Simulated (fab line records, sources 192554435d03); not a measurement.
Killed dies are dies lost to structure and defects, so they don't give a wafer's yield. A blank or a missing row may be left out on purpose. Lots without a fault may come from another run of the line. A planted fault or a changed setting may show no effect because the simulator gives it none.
Split-lot experiment | flow n5_finfet | 7 lots, 21 wafers read, on a route of 1938 steps

THE SPLIT
At N5_DUMMY_GATE_HM_DEP_06 (deposits SiNx from DCS/NH3, target thk 80 nm, time 5141 s), the setting time_s was moved away from the recipe's 5141 s on 12 of the 21 wafers read, by -9.1% to +13.8%. The other wafers ran this setting at the recipe's value.

The reading is taken at the split's own step.

THE READING
SiNx_of_DUMMY_GATE_HM_DEP_06.thk_nm (the simulator's own value, which no gauge read), in nm, at N5_DUMMY_GATE_HM_DEP_06 (deposits SiNx from DCS/NH3, target thk 80 nm, time 5141 s). The file gives no usual value for it. The 9 wafers here that ran the recipe average 80.0 nm, standard deviation 0.48 nm.

wafer  | tool, chamber at the split  | time_s as run, s | against the recipe | SiNx_of_DUMMY_GATE_HM_DEP_06.thk_nm, nm | against lot-mates on the recipe
L075.1 | -, -                        | 5141             | recipe             | 79.8                                    | -
L075.3 | -, -                        | 5141             | recipe             | 79.4                                    | -
L075.6 | -, -                        | 5141             | recipe             | 79                                      | -
L077.1 | -, -                        | 4770             | -7.2%              | 73.6                                    | no lot-mate on the recipe
L077.5 | -, -                        | 4770             | -7.2%              | 73.6                                    | no lot-mate on the recipe
L077.2 | -, -                        | 4770             | -7.2%              | 74                                      | no lot-mate on the recipe
L080.4 | lpcvd-02, 0/104,0/109,0/114 | 5141             | recipe             | 80.4                                    | -
L080.5 | lpcvd-02, 0/104,0/109,0/114 | 5141             | recipe             | 80.4                                    | -
L080.6 | lpcvd-02, 0/104,0/109,0/114 | 5141             | recipe             | 80.4                                    | -
L082.1 | -, -                        | 5624             | +9.4%              | 87.6                                    | no lot-mate on the recipe
L082.2 | -, -                        | 5624             | +9.4%              | 87.2                                    | no lot-mate on the recipe
L082.4 | -, -                        | 5624             | +9.4%              | 87.4                                    | no lot-mate on the recipe
L083.1 | -, -                        | 4672             | -9.1%              | 71.2                                    | no lot-mate on the recipe
L083.4 | -, -                        | 4672             | -9.1%              | 71.8                                    | no lot-mate on the recipe
L083.6 | -, -                        | 4672             | -9.1%              | 71.4                                    | no lot-mate on the recipe
L093.1 | -, -                        | 5853             | +13.8%             | 90                                      | no lot-mate on the recipe
L093.3 | -, -                        | 5853             | +13.8%             | 89.6                                    | no lot-mate on the recipe
L093.6 | -, -                        | 5853             | +13.8%             | 89.6                                    | no lot-mate on the recipe
L097.2 | -, -                        | 5141             | recipe             | 80.4                                    | -
L097.3 | -, -                        | 5141             | recipe             | 80                                      | -
L097.4 | -, -                        | 5141             | recipe             | 79.8                                    | -
Where a row lists several chambers, the file gives one row for several wafers and doesn't say which wafer went through which chamber.

THE FIT
A straight line over all 21 wafers: SiNx_of_DUMMY_GATE_HM_DEP_06.thk_nm changes by +0.796 nm for each +1% of time_s; r = +0.99; the points scatter about the line by 0.67 nm.
Too few moved wafers have a lot-mate on the recipe to fit a line with each lot's own level taken away.

THE FILE'S OWN FIT
SiNx_of_DUMMY_GATE_HM_DEP_06.thk_nm changes by +0.796 nm for each +1% of time_s, r = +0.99.
